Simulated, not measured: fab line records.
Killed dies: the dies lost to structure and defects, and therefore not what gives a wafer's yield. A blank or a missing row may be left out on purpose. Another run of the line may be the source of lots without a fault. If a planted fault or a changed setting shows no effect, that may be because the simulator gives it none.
Struck lot and sound lot, side by side + flow nandHarc + 38 out of 1159 route steps
Sound: wafers L496.2, L496.3, L496.5. Struck: wafer L488.1 (left out: L488.5, L488.6 of the same lot, which were not struck); the cause appears at the end.
Order at every step that has rows: each side's tool, ch and its chambers, its first start. Under that, the readings that differ: sound wafers + struck wafers + difference of the means + sigmas: that difference in standard deviations of wafers without a fault.
alike: same words and numbers on both sides, and readings whose means sit less than 2 such deviations apart. not compared: any withheld reading, any reading some wafer has no value for, any bound like >300 that may hide the same value, and any number with overlapping values for which the record gives no deviation.
Wherever a step has rows on one side only, a row that says differs or no value, or a row with sigmas, the two part there. Numbers that don't overlap but have no deviation are shown without sigmas and don't part them. A reading missing from all wafers of one side parts the sides only when that side holds two or more wafers.

first, 10 steps without rows for these wafers: NHARC_A_STAIRCASE_DEP_301 (deposits SiON, target thk 30 nm); NHARC_A_STAIRCASE_DEHYDRATE_302 (time 120 s); NHARC_A_STAIRCASE_HMDS_303 (time 30 s); NHARC_A_STAIRCASE_COAT_304; NHARC_A_STAIRCASE_SOFTBAKE_305 (time 170 s); NHARC_A_STAIRCASE_EBR_306; NHARC_A_STAIRCASE_EXPOSE_307 (exposes mask CHOP 50); NHARC_A_STAIRCASE_PEB_308 (peb time 130 s); NHARC_A_STAIRCASE_DEVELOP_309 (time 140 s); NHARC_A_STAIRCASE_HARDBAKE_311 (time 140 s).
NHARC_A_STAIRCASE_DESCUM_312: chemistry O2, time 3 s.
  sound on rieDiel-10 ch 0,1,2, day 15 16:34; struck on rieDiel-05 ch 2, day 14 02:44
  alike: drypumpMotorCurrentA, o2FlowSccm, oesProductAu, rfVppV, showerheadPlenumPTorr, throttleValvePct
  not compared: rfHoursCounterH
NHARC_A_STAIRCASE_ETCH_313: etches the open film in CF4/CHF3.
  sound on rieDiel-10 ch 1,2, day 15 16:39; struck on rieDiel-05 ch 0, day 14 02:50
| reading                      | sound          | struck | difference | sigmas |
|------------------------------|----------------|--------|------------|--------|
| showerheadPlenumPTorr (Torr) | 1.68 1.65 1.65 | 1.46   | -0.20      | -3     |
  alike: drypumpMotorCurrentA, oesProductAu, rfVppV, throttleValvePct
  not compared: rfHoursCounterH
then, 2 steps without rows for these wafers: NHARC_A_STAIRCASE_HM_OPEN_463 (chemistry O2/COS); NHARC_A_STAIRCASE_STRIP_464 (strips in O2/COS).
NHARC_A_STAIRCASE_ETCH_453: etches the open film in CF4/O2, target depth 30 nm, overetch 3 nm, time 16.5 s.
  sound on rieDiel-10 ch 2,3; struck on rieDiel-05 ch 2
  alike: drypumpMotorCurrentA, o2FlowSccm, oes_o_777_au, oesProductAu, rfVppV, showerheadPlenumPTorr, throttleValvePct
  not compared: rfHoursCounterH
then, 5 steps without rows for these wafers: NHARC_A_STAIRCASE_ETCH_315 (etches the open film in C4F8/O2/Ar, target depth 2500 nm, time 607.1 s); NHARC_A_STAIRCASE_STRIP_316 (strips in O2); NHARC_A_STAIRCASE_STRIP_317 (strips in SPM, time 900 s); NHARC_A_STAIRCASE_PRECLEAN_318 (cleans in SC1); NHARC_A_STAIRCASE_SRD_329.
NHARC_A_STAIRCASE_ALD_415: deposits SiO2, target thk 30 nm, pulse time 6 s, ald cycles 300.
  sound on aldHk-03 ch 1,2, day 15 18:46; struck on aldHk-02 ch 2, day 14 04:56
  alike: heaterPowerW, precursorPulseHeightRel
then, 8 steps without rows for these wafers: NHARC_A_STAIRCASE_ETCHBACK_416 (etches the open film in C4F8/O2/Ar, target depth 36 nm, time 7.2 s); NHARC_A_STAIRCASE_STRIP_476 (strips in O2, time 20 s); NHARC_A_STAIRCASE_DEP_417 (deposits Si3N4, target thk 60 nm); NHARC_A_STAIRCASE_WET_418 (chemistry H3PO4, target depth 20 nm); NHARC_A_STAIRCASE_PRECLEAN_419 (cleans in SC1); NHARC_A_STAIRCASE_SRD_421; NHARC_A_STAIRCASE_ALD_420 (deposits SiO2, target thk 20 nm, pulse time 6 s, ald cycles 200); NHARC_A_STAIRCASE_CVD_552 (deposits SiNx, target thk 40 nm).
NHARC_A_STAIRCASE_DEP_151: deposits SiO2, target thk 3800 nm.
  sound on pecvd-04 ch 1,2, day 16 10:33; struck on pecvd-03 ch 0, day 14 21:41
  alike: heaterPowerW
then, 1 step without rows for these wafers: NHARC_A_STAIRCASE_ANNEAL_320 (time 1800 s).
NHARC_A_STAIRCASE_DEP_322: deposits SiO2, target thk 3800 nm.
  sound on pecvd-03 ch 0,1, day 16 17:50; struck on pecvd-04 ch 2, day 15 04:37
| reading          | sound       | struck | difference | sigmas |
|------------------|-------------|--------|------------|--------|
| heaterPowerW (W) | 608 612 595 | 824    | +219       | +2     |
then, 5 steps without rows for these wafers: NHARC_A_STAIRCASE_ANNEAL_323 (time 1800 s); NHARC_A_STAIRCASE_DEP_325 (deposits SiO2, target thk 3800 nm); NHARC_A_STAIRCASE_ANNEAL_326 (time 1800 s); NHARC_A_STAIRCASE_DEHYDRATE_433 (time 120 s); NHARC_A_STAIRCASE_HMDS_434 (time 30 s).
-- break in the record here, with 7 days between the starts of the struck wafers on either side (left off in module A_STAIRCASE, picked up again in module END, where the first step shown is number 1159 on the route) --
NHARC_END_SORT_01:
  only the struck wafers appear in the record here, on prober-02 ch 0 at day 22 06:26; the sound ones have no rows

## WHERE THEY PART
At NHARC_A_STAIRCASE_ETCH_313 first; at NHARC_END_SORT_01 last (within this record only).

WHY: whatever the simulator had introduced
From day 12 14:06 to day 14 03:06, rieDiel-05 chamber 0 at NHARC_A_STAIRCASE_ETCH_313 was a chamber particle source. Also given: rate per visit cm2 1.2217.
